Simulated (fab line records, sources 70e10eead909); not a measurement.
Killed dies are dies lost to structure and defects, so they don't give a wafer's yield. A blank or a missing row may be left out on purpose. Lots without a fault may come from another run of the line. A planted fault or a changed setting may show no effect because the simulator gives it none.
fab line records | flow nand_harc
record lots=5 wafers=15 last_day=33
route steps=1302 shown A_SLIT@945 A_SIN_REMOVE@947 A_WL_FILL@952 END@1302
lots that met no fault: from a run of the same line without faults
start_h: hours from the record's first day to the start of the lot's first wafer shown | wait_h: hours since the lot's step before | " the same as in the row above | L1.1+2: a row that stands for several wafers | - no value, or no start given | * or withheld: withheld | < > ~ a bound
route shown NAME@n: a module of which the file shows steps, and the number in the route of the first | usual: mean/standard deviation of fault-free wafers | same: alike in all rows | chamber/n: place in a boat | sites: the reading at each site | _std_site: their standard deviation | _edge_site: outer sites' mean less inner sites' | radius_mm: how far each site lies from the wafer's centre | mask NAME#n: copy n | behind: the tool/chamber that last shaped the wafer | hold: why the lot was held/for how many hours/how that ended | device: the transistor (n, p or np) that didn't switch | end of line: the same wafers' tests at the end of the route | a step without rows: its recipe alone | killed: dies lost to structure and defects at the first sort, not the wafer's yield | map: a wafer's dies, x killed, . not, _ none there
set.NAME: the setting as run; set.NAME@STEP: as run at that earlier step | model.NAME: the simulator's own value behind a step, which no gauge read
lots at some steps of the route; a table a step, a row a wafer
services: from which hour (start_h, from the record's first day; less than 0 if before it) a tool's chamber was out of use, for how many hours, and why
## steps
# step NHARC_A_SLIT_SRD_20
# step NHARC_A_SLIT_CD_MEAS_21
# usual cd_nm=289.6/0.83
# columns lot.wafer tool chamber start_h wait_h cd_nm
L142.2 cd_sem-03 - 467.68 - 289.1
L142.3 " - " " 290.0
L142.6 " - " " 289.8
L153.2 cd_sem-02 - 575.26 - 287.8
L153.5 " - " " 287.3
L153.6 " - " " 287.3
L154.1 cd_sem-02 - 606.64 - 289.9
L154.4 " - " " 290.1
L154.6 " - " " 290.1
L163.2 cd_sem-01 - 668.88 - 288.8
L163.5 " - " " 288.5
L163.6 " - " " 289.7
L164.1 cd_sem-01 - 690.69 - 290.5
L164.3 " - " " 289.8
L164.5 " - " " 290.8
# step NHARC_A_SIN_REMOVE_WET_00
# recipe temp_c=160 time_s=15300 chemistry=H3PO4
# step NHARC_A_SIN_REMOVE_PRECLEAN_01
# recipe time_s=* temp_c=50 bath_age_min=0 chemistry=SC1
# step NHARC_A_SIN_REMOVE_SRD_02
# step NHARC_A_SIN_REMOVE_INSPECT_04
# usual raw_defect_count=394/100
# columns lot.wafer tool chamber start_h wait_h raw_defect_count
L142.2 defect_inspect-01 - 472.71 0.0 487
L142.3 " - " " 489
L142.6 " - " " 681
L153.2 defect_inspect-01 - 581.91 0.0 415
L153.5 " - " " 314
L153.6 " - " " 402
L154.1 defect_inspect-02 - 613.29 0.0 516
L154.4 " - " " 426
L154.6 " - " " 415
L163.2 defect_inspect-01 - 675.50 0.0 282
L163.5 " - " " 341
L163.6 " - " " 338
L164.1 defect_inspect-02 - 697.31 0.0 378
L164.3 " - " " 379
L164.5 " - " " 285
# step NHARC_A_WL_FILL_ALD_00
# recipe target_thk_a=30 pulse_time_s=3 ald_cycles=30 temp_c=300 material=Al2O3
# usual heater_power_w=472/35 precursor_pulse_height_rel=1.002/0.019 susceptor_temp_C=300.00/0.17
# columns lot.wafer tool chamber start_h wait_h heater_power_w precursor_pulse_height_rel susceptor_temp_C
L142.2 ald_hk-04 1 474.31 1.6 517 1.029 300.10
L142.3 " 3 " " 450 0.983 300.39
L142.6 " 0 " " 465 0.974 300.00
L153.2 ald_hk-03 2 581.97 0.1 469 1.020 299.88
L153.6 " 2 " " 471 0.969 299.95
L153.5 " 3 " " 496 1.010 300.03
L154.1 ald_hk-03 3 613.36 0.1 506 1.024 299.79
L154.4 " 0 " " 453 0.945 299.67
L154.6 " 3 " " 477 1.020 299.90
L163.2 ald_hk-02 2 675.64 0.1 496 1.001 299.87
L163.5 " 3 " " 398 0.994 300.21
L163.6 " 0 " " 532 1.017 300.08
L164.3 ald_hk-02 3 697.43 0.1 402 1.017 300.02
L164.1 " 0 " " 545 1.003 300.23
L164.5 " 2 " " 497 1.006 299.86
# step NHARC_A_WL_FILL_RTA_01
# recipe temp_c=1000 time_s=5
# usual lamp_power_pct=30.0/3 lamp_zone_4_pct=30.0/3 lamp_zone_5_pct=30.0/3 wafer_temp_C_max=1004.6/0.84
# columns lot.wafer tool chamber start_h wait_h lamp_power_pct lamp_zone_4_pct lamp_zone_5_pct wafer_temp_C_max
L142.2 rtp_anneal-02 0 474.59 - 27.7 27.7 27.7 1004.4
L142.3 " 0 " " 27.7 27.7 27.7 1003.6
L142.6 " 0 " " 27.7 27.7 27.7 1005.3
L153.2 rtp_anneal-02 0 582.27 - 27.8 27.7 27.8 1005.7
L153.5 " 0 " " 27.8 27.7 27.8 1007.0
L153.6 " 0 " " 27.7 27.8 27.8 1005.3
L154.1 rtp_anneal-01 0 613.62 - 33.9 33.9 33.8 1004.0
L154.4 " 0 " " 33.9 33.8 33.8 1004.4
L154.6 " 0 " " 33.8 33.9 33.8 1004.0
L163.2 rtp_anneal-02 0 675.85 - 27.7 27.7 27.7 1004.8
L163.5 " 0 " " 27.8 27.8 27.8 1004.5
L163.6 " 0 " " 27.8 27.8 27.8 1004.0
L164.1 rtp_anneal-02 0 697.64 - 27.8 27.7 27.7 1004.5
L164.3 " 0 " " 27.7 27.7 27.7 1004.4
L164.5 " 0 " " 27.7 27.8 27.7 1004.2
# step NHARC_A_WL_FILL_ALD_02
# recipe target_thk_a=20 pulse_time_s=3 ald_cycles=100 temp_c=450 material=TiN
# usual heater_power_w=1024/87 precursor_pulse_height_rel=1.001/0.022 susceptor_temp_C=450.00/0.26
# columns lot.wafer tool chamber start_h wait_h heater_power_w precursor_pulse_height_rel susceptor_temp_C
L142.3 ald_metal-02 2 474.77 0.1 913 1.015 450.21
L142.2 " 1 " " 1003 0.983 450.01
L142.6 " 3 " " 1034 0.974 450.52
L153.2 ald_metal-02 0 582.50 0.2 924 0.994 449.76
L153.5 " 3 " " 1047 1.044 450.02
L153.6 " 0 " " 914 1.027 449.86
L154.4 ald_metal-03 0 613.87 0.1 1166 1.027 449.99
L154.1 " 2 " " 1067 1.000 449.74
L154.6 " 3 " " 1075 0.990 449.71
L163.2 ald_metal-01 1 676.07 0.2 1078 0.999 449.85
L163.5 " 0 " " 1163 0.983 450.28
L163.6 " 1 " " 1086 1.005 449.86
L164.1 ald_metal-01 0 697.89 0.2 1189 1.017 449.89
L164.3 " 1 " " 1116 1.001 450.10
L164.5 " 3 " " 927 0.983 450.07
# step NHARC_A_WL_FILL_CVD_03
# recipe target_thk_a=400 temp_c=300 pressure_torr=40 wf6_flow_sccm=40 h2_flow_sccm=1600 ar_flow_sccm=1560 time_s=279 material=W
# usual heater_power_w=470/24 susceptor_temp_C=299.99/0.16 throttle_valve_pct=7.87/0.21
# columns lot.wafer tool chamber start_h wait_h heater_power_w susceptor_temp_C throttle_valve_pct
L142.2 cvd_w-01 1 475.26 0.1 467 300.24 7.89
L142.3 " 1 " " 470 300.06 7.87
L142.6 " 1 " " 458 299.98 7.77
L153.2 cvd_w-02 1 582.90 0.1 493 299.86 7.94
L153.5 " 1 " " 504 300.25 8.07
L153.6 " 0 " " 491 300.00 7.71
L154.1 cvd_w-02 0 614.27 0.1 497 300.19 7.78
L154.4 " 0 " " 490 300.06 7.71
L154.6 " 0 " " 491 300.07 7.88
L163.2 cvd_w-01 1 676.47 0.1 461 299.97 8.15
L163.6 " 1 " " 450 299.92 8.11
L163.5 " 0 " " 445 299.97 7.88
L164.1 cvd_w-01 1 698.29 0.1 447 300.03 7.83
L164.3 " 1 " " 455 300.11 7.89
L164.5 " 1 " " 459 299.83 8.22
# step NHARC_A_WL_FILL_ETCHBACK_04
# recipe target_depth_a=600 time_s=120 chemistry=NF3
# usual drypump_motor_current_A=5.9/0.57 oes_product_au=0.997/0.0081 run_length_s=141.2/0.35
# columns lot.wafer tool chamber start_h wait_h drypump_motor_current_A oes_product_au rf_hours_counter_h run_length_s
L142.2 rie_metal-01 0 475.61 0.3 5.3 1.005 1.0 140.5
L142.3 " 0 " " 5.4 1.005 - 140.8
L142.6 " 0 " " 5.4 1.006 - 140.5
L153.2 rie_metal-03 1 583.27 0.3 6.6 0.988 1.9 155.1
L153.6 " 1 " " 6.6 0.988 - 141.8
L153.5 " 0 " " 6.0 1.000 - 141.0
L154.1 rie_metal-01 0 614.68 0.4 5.4 1.007 0.1 140.5
L154.4 " 1 " " 6.2 0.995 - 141.2
L154.6 " 1 " " 6.2 1.007 - 141.6
L163.2 rie_metal-03 0 676.84 0.3 6.0 0.988 2.3 141.4
L163.5 " 0 " " 6.0 1.000 - 141.5
L163.6 " 1 " " 6.6 0.988 - 141.4
L164.1 rie_metal-02 1 698.66 0.3 5.6 0.994 1.5 141.2
L164.3 " 0 " " 4.9 1.005 - 141.0
L164.5 " 1 " " 5.6 0.994 - 141.6
# step NHARC_A_WL_FILL_ETCHBACK_05
# recipe target_depth_a=220 time_s=60 temp_c=40 chemistry=Cl2/BCl3
# usual drypump_motor_current_A=5.9/0.57 oes_product_au=0.997/0.0091 run_length_s=81.2/0.32
# columns lot.wafer tool chamber start_h wait_h drypump_motor_current_A oes_product_au rf_hours_counter_h run_length_s
L142.2 rie_metal-01 0 475.85 0.2 5.3 1.010 1.1 80.6
L142.3 " 0 " " 5.4 1.006 - 80.4
L142.6 " 1 " " 6.2 0.987 - 81.4
L153.2 rie_metal-03 0 583.52 0.2 6.0 0.993 0.7 81.1
L153.6 " 1 " " 6.6 0.991 - 81.8
L153.5 " 0 " " 6.0 0.990 - 81.3
L154.1 rie_metal-01 1 614.89 0.2 6.2 0.985 0.2 81.4
L154.4 " 0 " " 5.4 0.999 - 80.8
L154.6 " 1 " " 6.2 0.986 - 81.1
L163.2 rie_metal-03 1 677.08 0.2 6.6 0.993 3.8 81.5
L163.5 " 1 " " 6.6 0.991 - 81.3
L163.6 " 0 " " 6.0 0.998 - 81.1
L164.1 rie_metal-02 1 698.90 0.2 5.6 0.985 1.6 81.1
L164.3 " 0 " " 4.9 1.006 - 81.0
L164.5 " 0 " " 4.9 1.004 - 81.1
# step NHARC_END_SORT_01
# recipe temp_c=25
# usual killed_at_array=63/17 killed_at_other=0.8/1.1 killed_at_periphery=3.5/3 killed_dies=67/17 killed_open=3.1/1.6 killed_short=2.6/1.4
# same gross_dies=677
# columns lot.wafer tool chamber start_h wait_h killed_at_array killed_at_other killed_at_periphery killed_dies killed_open killed_short
L164.1 prober-01 0 796.14 2.5 58 2 4 64 2 3
L164.3 prober-01 0 797.72 3.1 59 1 5 65 2 3
L164.5 prober-01 0 799.31 3.7 60 0 4 64 4 3
# killed by level:class
L164.1 A_CHANNEL_HOLE_D2:chamber_film_flake=32 A_CONTACT:chamber_film_flake=7 A_SLIT:chamber_film_flake=7 A_M1:chamber_film_flake=5 P_M1:chamber_film_flake=2 A_CHANNEL_HOLE_D1:chamber_film_flake=2 THIN_TSV:chamber_film_flake=2 P_M0:geometric_particle:open=1
L164.3 A_CHANNEL_HOLE_D2:chamber_film_flake=30 A_CONTACT:chamber_film_flake=10 A_SLIT:chamber_film_flake=9 P_M1:chamber_film_flake=3 A_M1:chamber_film_flake=3 A_CHANNEL_FILL_D1:geometric_particle:short=2 P_GATE:chamber_film_flake=2 A_SOURCE_PLATE:geometric_particle:open=1
L164.5 A_CHANNEL_HOLE_D2:chamber_film_flake=28 A_CONTACT:chamber_film_flake=15 A_SLIT:chamber_film_flake=6 A_M1:chamber_film_flake=2 P_M1:geometric_particle:open=1 A_ONON_D1:geometric_particle:short=1 A_CHANNEL_FILL_D1:geometric_particle:open=1 A_DECK1_JOINT:geometric_particle:open=1
## services
# columns tool chamber start_h hours kind
rie_metal-02 - 454.00 9.0 pm
rie_metal-02 1 470.30 1.0 repair
cvd_w-02 1 473.65 2.5 repair
rie_metal-02 0 514.88 4.5 repair
rie_metal-03 - 519.16 9.0 pm
ald_hk-02 - 528.84 10.0 pm
ald_metal-01 - 535.25 10.0 pm
rie_metal-03 0 544.49 26.8 repair
cvd_w-01 - 547.00 13.0 pm
cvd_w-02 - 557.64 0.5 repair
ald_metal-02 - 563.64 1.8 repair
cvd_w-01 - 564.46 0.7 repair
ald_hk-03 - 568.69 10.0 pm
ald_metal-01 - 572.86 0.8 repair
rie_metal-01 - 575.00 9.0 pm
ald_metal-01 1 582.28 24.2 repair
rie_metal-02 0 590.84 45.2 repair
ald_metal-02 2 598.98 3.1 repair
rie_metal-02 1 606.01 19.0 repair
ald_metal-02 - 610.00 10.0 pm
rie_metal-02 - 631.00 9.0 pm
cvd_w-02 - 631.00 13.0 pm
rie_metal-01 1 655.90 2.3 repair
rie_metal-03 - 696.16 9.0 pm
## key
first_sign step=NHARC_A_WL_FILL_ETCHBACK_04 reading=run_length_s direction=up sigmas=39 usual=* struck=*
effect none on later readings
met_at NHARC_A_WL_FILL_ETCHBACK_04
struck_wafers L153.2
tester_left_out L153
fault kind=process_parameter_drift tool=rie_metal-03 chamber=- onset_h=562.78 steps=NHARC_A_WL_FILL_ETCHBACK_04 channel=time_s offset=* shape=step end_h=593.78 scope=struck_wafers_only acts_in=* stated=*
# tester_left_out: of these lots the tester's yield and bins aren't shown, on N5 and GAA mostly nor the transistor test; their killed dies are dies lost to structure and defects alone, not to doping, threshold or leakage, so they don't give the yield
